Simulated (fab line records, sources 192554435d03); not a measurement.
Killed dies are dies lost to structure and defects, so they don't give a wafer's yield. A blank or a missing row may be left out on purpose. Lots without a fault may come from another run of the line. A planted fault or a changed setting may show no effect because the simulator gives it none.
One fault seen from 2 desks | flow n5_finfet | each desk has only its own numbers; what lay behind them comes last

THE METROLOGY DESK
What the gauges read, lot by lot, whatever tool the lot ran on: means of the sampled wafers that have a number. A lot is out of limits, marked OUT, if its mean lies more than 4 standard deviations from the usual mean; the brackets give that distance. Of its 10 readings 7 are shown: those that lie furthest out on some lot.
Columns: A = DIBL_N at N5_BEOL_M4_RC_MEAS_101, usual 36.3 mV/V; B = IOFF_P at N5_BEOL_M4_RC_MEAS_101, usual 0.22 nA/um; C = ION_N at N5_BEOL_M4_RC_MEAS_101, usual 677 uA/um; D = ION_P at N5_BEOL_M4_RC_MEAS_101, usual 466 uA/um; E = SS_N at N5_BEOL_M4_RC_MEAS_101, usual 71.5 mV/dec; F = VT_N at N5_BEOL_M4_RC_MEAS_101, usual 249 mV; G = VT_P at N5_BEOL_M4_RC_MEAS_101, usual -248.9 mV
lot  | first seen here | A    | B    | C   | D   | E    | F   | G
L268 | day 9 15:13     | 36.3 | 0.22 | 694 | 474 | 71.1 | 250 | -247.2
L272 | day 10 10:16    | 36.7 | 0.19 | 672 | 462 | 71.1 | 251 | -254.2
L273 | day 10 18:28    | 35.0 | 0.22 | 671 | 467 | 71.6 | 249 | -246.5
L286 | day 14 04:18    | 35.4 | 0.23 | 683 | 476 | 71.5 | 250 | -248.0
This desk's finding: nothing out of limits on any of the 4 lots.

THE TOOL OWNER'S DESK: ald_sin-03
The tool's own readings at N5_FIN_SAQP_ALD_61 (deposits SiO2, target thk 4 nm, pulse time 1 s, purge time 2 s): means of the sampled wafers that have a number, for each lot that ran on this tool. A lot is out of limits, marked OUT, if its mean lies more than 4 standard deviations from the usual mean; the brackets give that distance.
Columns: A = heater_power_w at N5_FIN_SAQP_ALD_61, usual 478 W; B = precursor_pulse_height_rel at N5_FIN_SAQP_ALD_61, usual 1.001
lot  | first seen here | A   | B
L268 | day 2 20:09     | 476 | 1.004
L272 | day 3 20:37     | 463 | 0.987
L273 | day 4 03:35     | 478 | 0.999
This desk's finding: nothing out of limits on any of the 3 lots.

PUT TOGETHER
The metrology desk saw nothing out of limits.
The tool owner's desk saw nothing out of limits.

WHAT THE SIMULATOR HAD PUT IN
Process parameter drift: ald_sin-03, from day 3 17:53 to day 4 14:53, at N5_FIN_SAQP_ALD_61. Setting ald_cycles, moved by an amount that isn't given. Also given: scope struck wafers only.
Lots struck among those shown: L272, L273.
